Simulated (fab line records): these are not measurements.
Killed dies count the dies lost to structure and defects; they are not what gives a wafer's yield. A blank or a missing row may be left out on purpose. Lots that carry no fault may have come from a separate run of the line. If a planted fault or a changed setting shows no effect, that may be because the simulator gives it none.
Matching of chambers + flow n5-finfet + N5_BEOL_M15_DESCUM_15 on rie-diel-04 has 4 sister chambers
The step chemistry O2, time 7.9 s. 4 wafers are shown with their chamber, then 10 later ones without.

== EACH WAFER AND ITS CHAMBER ==
| wafer  | chamber | showerhead-plenum-p-Torr (Torr) |
|--------|---------|---------------------------------|
| L085.4 | 3       | 2.23                            |
| L087.2 | 0       | 2.15                            |
| L090.3 | 2       | 2.05                            |
| L090.4 | 1       | 2.11                            |

== WAFERS MISSING THEIR CHAMBER ==
| wafer  | showerhead-plenum-p-Torr (Torr) |
|--------|---------------------------------|
| L090.5 | 2.11                            |
| L089.2 | 2.23                            |
| L089.3 | 2.05                            |
| L089.5 | 2.11                            |
| L092.2 | 2.15                            |
| L092.3 | 2.11                            |
| L092.5 | 2.15                            |
| L097.2 | 2.11                            |
| L097.3 | 2.15                            |
| L097.4 | 2.22                            |

== WHICH CHAMBER EACH WENT THROUGH ==
| wafer  | from the rows above | in truth |
|--------|---------------------|----------|
| L090.5 | 1                   | 1        |
| L089.2 | 3                   | 3        |
| L089.3 | 2                   | 2        |
| L089.5 | 1                   | 1        |
| L092.2 | 0                   | 0        |
| L092.3 | 1                   | 1        |
| L092.5 | 0                   | 0        |
| L097.2 | 1                   | 1        |
| L097.3 | 0                   | 0        |
| L097.4 | 3                   | 3        |
10 of 10 placed correctly. Can't be placed from these rows: 0. Number placed wrongly: 0.
How it was worked out, from the rows above alone: a wafer's distance from a chamber is the root of the sum, over the readings, of the square of ((its reading less the chamber's mean) divided by the reading's scatter). If the next closest chamber is less than 2 further off than the closest, the wafer can't be placed; otherwise it belongs to the closest. The mean given for a chamber averages the wafers shown for that chamber. The scatter: root of mean squared gap, hidden wafer to nearest shown wafer, with one shown wafer a chamber.
